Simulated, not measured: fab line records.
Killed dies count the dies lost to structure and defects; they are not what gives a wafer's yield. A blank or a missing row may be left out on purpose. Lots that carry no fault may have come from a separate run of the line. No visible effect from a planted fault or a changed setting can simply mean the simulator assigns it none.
Matching of chambers || flow n5-finfet || 4 sister chambers for N5_SD_EPI_N_SD_RECESS_17 on rie-si-04
The step chemistry HBr/Cl2/O2, target depth 41 nm, time 23.7 s, bt time 3 s. 20 wafers are shown with their chamber, then 10 later ones without.

EACH WAFER AND ITS CHAMBER
{"wafer": "L074.1", "chamber": 3, "drypump-motor-current-A (A)": 5.9, "throttle-valve-pct (%)": 37.3, "oes-product-au (a.u.)": 1.039}
{"wafer": "L074.3", "chamber": 0, "drypump-motor-current-A (A)": 6.2, "throttle-valve-pct (%)": 37.1, "oes-product-au (a.u.)": 0.987}
{"wafer": "L074.5", "chamber": 3, "drypump-motor-current-A (A)": 5.9, "throttle-valve-pct (%)": 37.3, "oes-product-au (a.u.)": 1.041}
{"wafer": "L075.2", "chamber": 1, "drypump-motor-current-A (A)": 5.2, "throttle-valve-pct (%)": 37.0, "oes-product-au (a.u.)": 1.015}
{"wafer": "L075.4", "chamber": 2, "drypump-motor-current-A (A)": 5.2, "throttle-valve-pct (%)": 37.0, "oes-product-au (a.u.)": 0.996}
{"wafer": "L075.6", "chamber": 2, "drypump-motor-current-A (A)": 5.2, "throttle-valve-pct (%)": 37.0, "oes-product-au (a.u.)": 1.001}
{"wafer": "L077.1", "chamber": 3, "drypump-motor-current-A (A)": 5.9, "throttle-valve-pct (%)": 37.3, "oes-product-au (a.u.)": 1.045}
{"wafer": "L077.2", "chamber": 1, "drypump-motor-current-A (A)": 5.2, "throttle-valve-pct (%)": 37.0, "oes-product-au (a.u.)": 1.029}
{"wafer": "L077.6", "chamber": 0, "drypump-motor-current-A (A)": 6.2, "throttle-valve-pct (%)": 37.1, "oes-product-au (a.u.)": 0.976}
{"wafer": "L084.1", "chamber": 0, "drypump-motor-current-A (A)": 6.2, "throttle-valve-pct (%)": 37.1, "oes-product-au (a.u.)": 0.975}
{"wafer": "L084.3", "chamber": 3, "drypump-motor-current-A (A)": 5.9, "throttle-valve-pct (%)": 37.3, "oes-product-au (a.u.)": 1.047}
{"wafer": "L084.4", "chamber": 2, "drypump-motor-current-A (A)": 5.2, "throttle-valve-pct (%)": 37.0, "oes-product-au (a.u.)": 0.987}
{"wafer": "L085.1", "chamber": 0, "drypump-motor-current-A (A)": 6.2, "throttle-valve-pct (%)": 37.1, "oes-product-au (a.u.)": 0.988}
{"wafer": "L085.2", "chamber": 3, "drypump-motor-current-A (A)": 5.9, "throttle-valve-pct (%)": 37.3, "oes-product-au (a.u.)": 1.036}
{"wafer": "L085.6", "chamber": 0, "drypump-motor-current-A (A)": 6.1, "throttle-valve-pct (%)": 37.1, "oes-product-au (a.u.)": 0.982}
{"wafer": "L087.1", "chamber": 3, "drypump-motor-current-A (A)": 5.8, "throttle-valve-pct (%)": 37.3, "oes-product-au (a.u.)": 1.031}
{"wafer": "L087.2", "chamber": 0, "drypump-motor-current-A (A)": 6.2, "throttle-valve-pct (%)": 37.1, "oes-product-au (a.u.)": 0.985}
{"wafer": "L087.3", "chamber": 1, "drypump-motor-current-A (A)": 5.2, "throttle-valve-pct (%)": 37.0, "oes-product-au (a.u.)": 1.018}
{"wafer": "L089.1", "chamber": 2, "drypump-motor-current-A (A)": 5.2, "throttle-valve-pct (%)": 37.0, "oes-product-au (a.u.)": 0.981}
{"wafer": "L089.2", "chamber": 1, "drypump-motor-current-A (A)": 5.2, "throttle-valve-pct (%)": 36.9, "oes-product-au (a.u.)": 1.014}

SIGNATURES (means of the wafers above)
{"reading": "drypump-motor-current-A", "chamber 0": 6.183, "chamber 1": 5.200, "chamber 2": 5.200, "chamber 3": 5.883, "scatter within a chamber": 0.0323}
{"reading": "throttle-valve-pct", "chamber 0": 37.100, "chamber 1": 36.975, "chamber 2": 37.000, "chamber 3": 37.300, "scatter within a chamber": 0.0217}
{"reading": "oes-product-au", "chamber 0": 0.98217, "chamber 1": 1.01900, "chamber 2": 0.99125, "chamber 3": 1.03983, "scatter within a chamber": 0.00666}
Rule: for each reading, subtract the chamber's mean from the wafer's reading, divide by that reading's scatter and square the result; add these up over the readings and take the root, which gives the wafer's distance from the chamber. The wafer belongs to the nearest chamber; if the next one is less than 2 further off, it can't be placed. The scatter: take each reading less its chamber's mean, square it, sum over the shown wafers, divide by the number of wafers less the number of chambers, and take the root.

WAFERS WITH NO CHAMBER GIVEN
{"wafer": "L089.5", "drypump-motor-current-A (A)": 5.2, "throttle-valve-pct (%)": 37.0, "oes-product-au (a.u.)": 1.016}
{"wafer": "L090.2", "drypump-motor-current-A (A)": 5.2, "throttle-valve-pct (%)": 37.0, "oes-product-au (a.u.)": 1.013}
{"wafer": "L090.4", "drypump-motor-current-A (A)": 5.9, "throttle-valve-pct (%)": 37.3, "oes-product-au (a.u.)": 1.034}
{"wafer": "L090.6", "drypump-motor-current-A (A)": 6.2, "throttle-valve-pct (%)": 37.1, "oes-product-au (a.u.)": 0.984}
{"wafer": "L091.1", "drypump-motor-current-A (A)": 5.9, "throttle-valve-pct (%)": 37.3, "oes-product-au (a.u.)": 1.040}
{"wafer": "L091.2", "drypump-motor-current-A (A)": 5.2, "throttle-valve-pct (%)": 37.0, "oes-product-au (a.u.)": 1.025}
{"wafer": "L091.6", "drypump-motor-current-A (A)": 6.2, "throttle-valve-pct (%)": 37.1, "oes-product-au (a.u.)": 0.971}
{"wafer": "L092.1", "drypump-motor-current-A (A)": 5.2, "throttle-valve-pct (%)": 37.0, "oes-product-au (a.u.)": 1.016}
{"wafer": "L092.2", "drypump-motor-current-A (A)": 5.8, "throttle-valve-pct (%)": 37.3, "oes-product-au (a.u.)": 1.041}
{"wafer": "L092.3", "drypump-motor-current-A (A)": 5.2, "throttle-valve-pct (%)": 37.0, "oes-product-au (a.u.)": 0.975}

WHICH CHAMBER EACH WENT THROUGH
{"wafer": "L089.5", "from the rows above": 1, "in truth": 1}
{"wafer": "L090.2", "from the rows above": "can't be placed: 1 or 2", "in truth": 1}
{"wafer": "L090.4", "from the rows above": 3, "in truth": 3}
{"wafer": "L090.6", "from the rows above": 0, "in truth": 0}
{"wafer": "L091.1", "from the rows above": 3, "in truth": 3}
{"wafer": "L091.2", "from the rows above": 1, "in truth": 1}
{"wafer": "L091.6", "from the rows above": 0, "in truth": 0}
{"wafer": "L092.1", "from the rows above": 1, "in truth": 1}
{"wafer": "L092.2", "from the rows above": 3, "in truth": 3}
{"wafer": "L092.3", "from the rows above": 2, "in truth": 2}
Correct placement for 9 of the 10. Can't be placed from these rows: 1 (the true chamber is among the candidates in 1). Wrongly placed: 0.
